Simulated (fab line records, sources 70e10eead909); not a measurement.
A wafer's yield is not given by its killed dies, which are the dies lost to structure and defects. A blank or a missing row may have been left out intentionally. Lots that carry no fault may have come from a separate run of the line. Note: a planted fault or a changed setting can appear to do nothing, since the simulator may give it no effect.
Chamber matching	flow nand harc	4 sister chambers for NHARC_P_GATE_DESCUM_61 on rie diel-02
The step chemistry O2, time 3 s. 8 wafers are shown with their chamber, then 9 later ones without.

== WAFERS PAIRED WITH THEIR CHAMBERS ==
wafer	chamber	drypump motor current A (A)	oes product au (a.u.)
L077.5	0	5.8	0.998
L080.1	0	5.8	0.999
L080.3	1	4.9	0.998
L080.4	3	6.0	0.977
L080.5	1	5.0	0.991
L082.2	2	5.4	0.998
L082.5	3	6.0	0.991
L082.6	2	5.4	1.001

== WAFERS MISSING THEIR CHAMBER ==
wafer	drypump motor current A (A)	oes product au (a.u.)
L086.1	6.0	0.994
L086.3	5.8	1.004
L086.4	5.0	0.997
L091.2	5.8	1.006
L091.4	5.0	1.007
L091.5	6.0	1.005
L096.1	5.0	0.994
L096.3	5.4	0.997
L096.4	6.0	0.992

== WHICH CHAMBER EACH ONE RAN IN ==
wafer	from the rows above	in truth
L086.1	3	3
L086.3	0	0
L086.4	1	1
L091.2	0	0
L091.4	1	1
L091.5	3	3
L096.1	1	1
L096.3	2	2
L096.4	3	3
Placed correctly: 9 of 9. Number that these rows cannot place: 0. Placed wrongly: 0.
How it was worked out, from the rows above alone: a wafer's distance from a chamber is the root of the sum, over the readings, of the square of ((its reading less the chamber's mean) divided by the reading's scatter). The wafer belongs to the nearest chamber; if the next one is less than 2 further off, it can't be placed. A chamber's mean is the mean of its shown wafers. The scatter: the root of (the sum of the squares of (reading less its chamber's mean) over the shown wafers, divided by (wafers less chambers)).
